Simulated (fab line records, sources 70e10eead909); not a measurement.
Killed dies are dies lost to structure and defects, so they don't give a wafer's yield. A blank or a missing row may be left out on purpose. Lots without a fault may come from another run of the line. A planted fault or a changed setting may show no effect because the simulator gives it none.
Chamber matching | flow nand_harc | NHARC_P_M2_DESCUM_14 on rie_diel-07: 4 sister chambers
The step chemistry O2, time 3 s. 14 wafers are shown with their chamber, then 7 later ones without.

WAFERS WITH THEIR CHAMBER
wafer  | chamber | showerhead_plenum_p_Torr (Torr) | drypump_motor_current_A (A) | oes_product_au (a.u.)
L078.4 | 0       | 1.97                            | 5.6                         | 0.993
L078.5 | 2       | 2.00                            | 5.1                         | 0.978
L078.6 | 3       | 1.99                            | 5.1                         | 1.007
L080.1 | 1       | 1.82                            | 5.4                         | 1.005
L080.4 | 3       | 1.99                            | 5.1                         | 1.003
L080.6 | 0       | 1.97                            | 5.6                         | 0.999
L083.1 | 3       | 1.99                            | 5.1                         | 0.988
L083.5 | 1       | 1.82                            | 5.4                         | 0.988
L083.6 | 0       | 1.97                            | 5.6                         | 0.990
L086.1 | 0       | 1.97                            | 5.6                         | 0.988
L086.2 | 1       | 1.82                            | 5.4                         | 0.981
L086.3 | 3       | 1.99                            | 5.1                         | 0.991
L089.3 | 2       | 1.99                            | 5.1                         | 0.997
L089.5 | 3       | 1.98                            | 5.2                         | 1.007

SIGNATURES (means of the wafers above)
reading                  | chamber 0 | chamber 1 | chamber 2 | chamber 3 | scatter within a chamber
showerhead_plenum_p_Torr | 1.9700    | 1.8200    | 1.9950    | 1.9880    | 0.00361
drypump_motor_current_A  | 5.600     | 5.400     | 5.100     | 5.120     | 0.0283
oes_product_au           | 0.99250   | 0.99133   | 0.98750   | 0.99920   | 0.0094
Rule: a wafer's distance from a chamber is the root of the sum, over the readings, of the square of ((its reading less the chamber's mean) divided by the reading's scatter). The wafer belongs to the nearest chamber; if the next one is less than 2 further off, it can't be placed. The scatter: the root of (the sum of the squares of (reading less its chamber's mean) over the shown wafers, divided by (wafers less chambers)).

WAFERS WITHOUT THEIR CHAMBER
wafer  | showerhead_plenum_p_Torr (Torr) | drypump_motor_current_A (A) | oes_product_au (a.u.)
L089.6 | 1.99                            | 5.1                         | 1.004
L092.1 | 1.99                            | 5.1                         | 0.998
L092.2 | 1.98                            | 5.1                         | 1.013
L092.4 | 1.97                            | 5.6                         | 1.004
L096.1 | 1.97                            | 5.6                         | 1.002
L096.3 | 1.99                            | 5.1                         | 0.985
L096.6 | 1.98                            | 5.1                         | 0.995

WHICH CHAMBER EACH WENT THROUGH
wafer  | from the rows above     | in truth
L089.6 | can't be placed: 3 or 2 | 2
L092.1 | can't be placed: 3 or 2 | 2
L092.2 | 3                       | 3
L092.4 | 0                       | 0
L096.1 | 0                       | 0
L096.3 | can't be placed: 2 or 3 | 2
L096.6 | can't be placed: 3 or 2 | 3
Placed correctly: 3 of 7. Can't be placed from these rows: 4 (the true chamber is among the candidates in 4). Placed wrongly: 0.
